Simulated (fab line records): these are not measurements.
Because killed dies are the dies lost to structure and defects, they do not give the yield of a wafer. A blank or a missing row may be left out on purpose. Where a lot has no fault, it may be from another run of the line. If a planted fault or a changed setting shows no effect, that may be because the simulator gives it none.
8D (eight disciplines) problem report, filled in by code | flow nand_harc | the parts of the form that need people (team, actions taken, sign-off) are left out

## 1. THE PROBLEM
thk_nm at NHARC_A_ONON_D1_THK_MEAS_30 reads a mean of 1546 nm on 4 wafers of 3 lots; wafers without a fault read 1000 nm with a standard deviation of 12. That is +45 standard deviations from the usual mean.
The step: measures by ellipsometry.
The first sign was on wafer L135.3 at day 12 00:22, on film_metro-01. At this step, 42 wafers from 15 lots have a number in the record. Rule for "out", or "out of limits": more than 4 standard deviations from the usual mean. The other wafers with a number count as sound.

## 2. WHAT IT IS; WHAT IT IS NOT
question                    | is                             | is not
which readings at this step | thk_nm                         | -
which lots                  | L135, L136, L138               | L120, L121, L122, L123, L124, L125, L127, L128, L129, L130, L133, L142
which wafers of those lots  | L135.3, L136.1, L136.3, L138.1 | L135.6, L138.4
read on which gauges        | film_metro-01, film_metro-02   | -
when                        | from day 12 00:22              | up to then (34 sound wafers); but 4 sound wafers of L138, L142 came after

## 3. THE SUSPECTS, EACH WITH WHAT RULES IT OUT
Counting: any tool at a process step up to the reading remains a suspect provided it ran every lot that is out. Sound lots after the first of them don't rule it out here, since some wafers of a struck lot are sound.
- the gauge at NHARC_A_ONON_D1_THK_MEAS_30 has been ruled out. 2 gauges (film_metro-01, film_metro-02) read the wafers that are out.
- pecvd_onon-03 at NHARC_A_ONON_D1_DEP_28 (target thk 1000 nm): kept. Ran every lot that is out, first one L135 (day 11 23:58); last sound lot up to then L130 (day 10 09:39).
Left after counting: pecvd_onon-03 at NHARC_A_ONON_D1_DEP_28.

## 4. THE CAUSE (what the simulator had put in)
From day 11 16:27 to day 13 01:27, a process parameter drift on pecvd_onon-03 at NHARC_A_ONON_D1_DEP_28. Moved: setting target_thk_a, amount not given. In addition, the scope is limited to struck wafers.
This tool alone remained once counting was done.

## 5. THE CHAIN OF EFFECTS, in route order
One row per reading whose mean, taken over the struck wafers that have a number, lies over 3 standard deviations from the usual. Only readings whose record carries a usual standard deviation are examined. hours: median over the lots of the time between each lot's start at the first step of this table that gives one and its start at this step. sigmas: the change, counted in usual standard deviations.
hours | step                        | reading         | usual   | on struck wafers | change | sigmas
0     | NHARC_A_ONON_D1_THK_MEAS_30 | thk_nm          | 1000 nm | 1546             | +546   | +45
268   | NHARC_END_SORT_01           | killed_at_array | 24      | 674              | +650   | +77
268   | NHARC_END_SORT_01           | killed_dies     | 27      | 677              | +650   | +76

## 6. WHAT WOULD HAVE CAUGHT IT SOONER
The first out-of-limits reading at a measuring or inspecting step in this record came at day 12 00:22, 8 hours after the fault's start at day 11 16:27.
Lots out: 3; of these, L136, L138 started NHARC_A_ONON_D1_DEP_28 on pecvd_onon-03 after day 12 00:22. A hold on the tool at that time would have spared those 2.
